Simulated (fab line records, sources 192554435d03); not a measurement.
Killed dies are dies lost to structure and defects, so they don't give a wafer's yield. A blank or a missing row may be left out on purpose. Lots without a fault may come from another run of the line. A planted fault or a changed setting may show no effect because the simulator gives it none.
Split-lot experiment | flow n5_finfet | 7 lots, 39 wafers read, on a route of 1938 steps

THE SPLIT
At N5_BEOL_M13_DESCUM_33 (chemistry O2, time 7.9 s), the setting time_s was moved away from the recipe's 7.9 s on 15 of the 39 wafers read, by -47.8% to +45.9%. The other wafers ran this setting at the recipe's value.

The file shows no step between the split and the reading.

THE READING
coat_of_BEOL_M13_COAT_22.thk_nm (the simulator's own value, which no gauge read), in nm, at N5_BEOL_M13_ETCH_67 (etches SiARC in CF4, target depth 143 nm, time 238.3 s). The file gives no usual value for it. The 24 wafers here that ran the recipe average 211.2 nm, standard deviation 1.1 nm.

wafer  | tool, chamber at the split | time_s as run, s | against the recipe | coat_of_BEOL_M13_COAT_22.thk_nm, nm | against lot-mates on the recipe
L074.1 | rie_diel-04, 2             | 7.9              | recipe             | 212                                 | -
L074.3 | rie_diel-04, 1             | 7.9              | recipe             | 212.6                               | -
L074.4 | rie_diel-04, 3             | 7.9              | recipe             | 212.4                               | -
L076.1 | rie_diel-01, 1             | 9.868            | +24.9%             | 211.8                               | -1.0
L076.4 | rie_diel-01, 1,2           | 9.868            | +24.9%             | 211.8                               | -1.0
L076.2 | rie_diel-01, 2             | 7.9              | recipe             | 212                                 | -
L076.3 | rie_diel-01, 3             | 7.9              | recipe             | 212.8                               | -
L076.5 | rie_diel-01, 1,2           | 9.868            | +24.9%             | 211.6                               | -1.2
L076.6 | rie_diel-01, 3             | 7.9              | recipe             | 213.6                               | -
L090.1 | rie_diel-05, 2             | 7.9              | recipe             | 212.8                               | -
L090.2 | rie_diel-05, 3             | 10.93            | +38.4%             | 210.4                               | -1.9
L090.3 | rie_diel-05, 1             | 7.9              | recipe             | 212                                 | -
L090.6 | rie_diel-05, 1             | 7.9              | recipe             | 212                                 | -
L090.4 | rie_diel-05, 2,3           | 10.93            | +38.4%             | 210.6                               | -1.7
L090.5 | rie_diel-05, 2,3           | 10.93            | +38.4%             | 210.8                               | -1.5
L092.1 | rie_diel-05, 0             | 7.9              | recipe             | 210.4                               | -
L092.3 | rie_diel-05, 2             | 7.9              | recipe             | 210.4                               | -
L092.2 | rie_diel-05, 1             | 11.53            | +45.9%             | 208.6                               | -1.9
L092.4 | rie_diel-05, 3             | 11.53            | +45.9%             | 209.4                               | -1.1
L092.5 | rie_diel-05, 1             | 11.53            | +45.9%             | 208                                 | -2.5
L092.6 | rie_diel-05, 2             | 7.9              | recipe             | 210.6                               | -
L093.1 | rie_diel-04, 2             | 7.9              | recipe             | 211.4                               | -
L093.2 | rie_diel-04, 0             | 7.9              | recipe             | 211                                 | -
L093.3 | rie_diel-04, 3             | 9.465            | +19.8%             | 209.2                               | -2.0
L093.6 | rie_diel-04, 1             | 9.465            | +19.8%             | 209.2                               | -2.0
L093.4 | rie_diel-04, 1             | 7.9              | recipe             | 211.2                               | -
L093.5 | rie_diel-04, 0             | 9.465            | +19.8%             | 210.2                               | -1.0
L096.1 | rie_diel-05, 1             | 4.125            | -47.8%             | 212                                 | +2.0
L096.2 | rie_diel-05, 3             | 4.125            | -47.8%             | 213                                 | +3.0
L096.3 | rie_diel-05, 0,3           | 7.9              | recipe             | 209.8                               | -
L096.5 | rie_diel-05, 0,3           | 7.9              | recipe             | 209.8                               | -
L096.4 | rie_diel-05, 1             | 7.9              | recipe             | 210.4                               | -
L096.6 | rie_diel-05, 0             | 4.125            | -47.8%             | 212.8                               | +2.8
L097.1 | rie_diel-04, 0,3           | 7.9              | recipe             | 211                                 | -
L097.4 | rie_diel-04, 0,3           | 7.9              | recipe             | 211                                 | -
L097.2 | rie_diel-04, 1             | 7.9              | recipe             | 210.4                               | -
L097.5 | rie_diel-04, 0             | 7.9              | recipe             | 210.4                               | -
L097.3 | rie_diel-04, 3             | 7.9              | recipe             | 210                                 | -
L097.6 | rie_diel-04, 1             | 7.9              | recipe             | 210                                 | -
Where a row lists several chambers, the file gives one row for several wafers and doesn't say which wafer went through which chamber.

THE FIT
A straight line over all 39 wafers: coat_of_BEOL_M13_COAT_22.thk_nm changes by -0.0331 nm for each +1% of time_s; r = -0.57; the points scatter about the line by 1.1 nm.
The same after taking each lot's own level away (the mean of its wafers on the recipe; 39 wafers): -0.0483 nm for each +1%; r = -0.92; scatter 0.47 nm.
On that fit, the largest move of time_s shifts the reading by 2.3 nm.
The lots' own levels span 210.00 to 212.80 nm, that is 2.6 times the standard deviation above.
So the lot-to-lot level blurs the effect unless lot-mates are compared.
Check: with one of the wafers moved furthest among these (-47.8%) left out of the fit, the line predicts +2.41 nm for it against its lot-mates. It came out at +2 nm against them.

OTHER SPLITS ON THESE WAFERS
These wafers also went through other splits before the reading. Each is held against what the fit with the lots' levels taken away leaves over:
other split on the same wafers           | wafers away from the commonest value | r with coat_of_BEOL_M13_COAT_22.thk_nm (lot level and that fit taken away)
N5_BEOL_M9_TRENCH_ETCH_37 target_depth_a | 15                                   | +0.02

THE WHOLE CHAIN: every reading that the file lists as answering this split, in the file's order
step                  | what it does                                           | reading                                                                          | change (the file's fit)                | r (the file's)
N5_BEOL_M13_DESCUM_33 | chemistry O2, time 7.9 s                               | coat_of_BEOL_M13_COAT_22.thk_nm (the simulator's own value, which no gauge read) | -0.0469 nm for each +1% of the setting | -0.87
N5_BEOL_M13_ETCH_67   | etches SiARC in CF4, target depth 143 nm, time 238.3 s | coat_of_BEOL_M13_COAT_22.thk_nm (the simulator's own value, which no gauge read) | -0.048 nm for each +1% of the setting  | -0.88

THE FILE'S OWN FIT
coat_of_BEOL_M13_COAT_22.thk_nm changes by -0.048 nm for each +1% of time_s, r = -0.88.
